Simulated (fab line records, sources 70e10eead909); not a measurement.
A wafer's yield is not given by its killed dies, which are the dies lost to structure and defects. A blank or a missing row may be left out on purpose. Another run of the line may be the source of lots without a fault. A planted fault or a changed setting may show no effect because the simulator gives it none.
Chamber matching -- flow nand harc -- rie diel-08 running NHARC_A_CONTACT_DESCUM_74: 4 sister chambers
The step chemistry O2, time 3 s. 4 wafers are shown with their chamber, then 12 later ones without.

EACH WAFER AND ITS CHAMBER
wafer,chamber,drypump motor current A (A)
L080.6,2,5.7
L087.1,3,6.5
L087.4,1,6.7
L087.5,0,5.6

WAFERS MISSING THEIR CHAMBER
wafer,drypump motor current A (A)
L089.1,5.6
L089.2,5.7
L089.4,6.4
L088.1,5.6
L088.4,5.7
L088.6,5.6
L091.4,5.7
L091.5,5.7
L091.6,6.5
L096.2,6.7
L096.5,5.6
L096.6,6.6

THE CHAMBER EACH PASSED THROUGH
wafer,from the rows above,in truth
L089.1,0,0
L089.2,2,2
L089.4,3,3
L088.1,0,0
L088.4,2,2
L088.6,0,0
L091.4,2,2
L091.5,2,2
L091.6,3,3
L096.2,1,1
L096.5,0,0
L096.6,can't be placed: 3 or 1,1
Correct placement for 11 of the 12. From these rows, 1 cannot be placed; in 1 the true chamber is one of the candidates. 0 placed wrongly.
How it was worked out, from the rows above alone: a wafer's distance from a chamber is the root of the sum, over the readings, of the square of ((its reading less the chamber's mean) divided by the reading's scatter). The wafer belongs to the nearest chamber; if the next one is less than 2 further off, it can't be placed. Each chamber's mean is taken over the wafers shown for it. The scatter: root of mean squared gap, hidden wafer to nearest shown wafer, with one shown wafer a chamber.
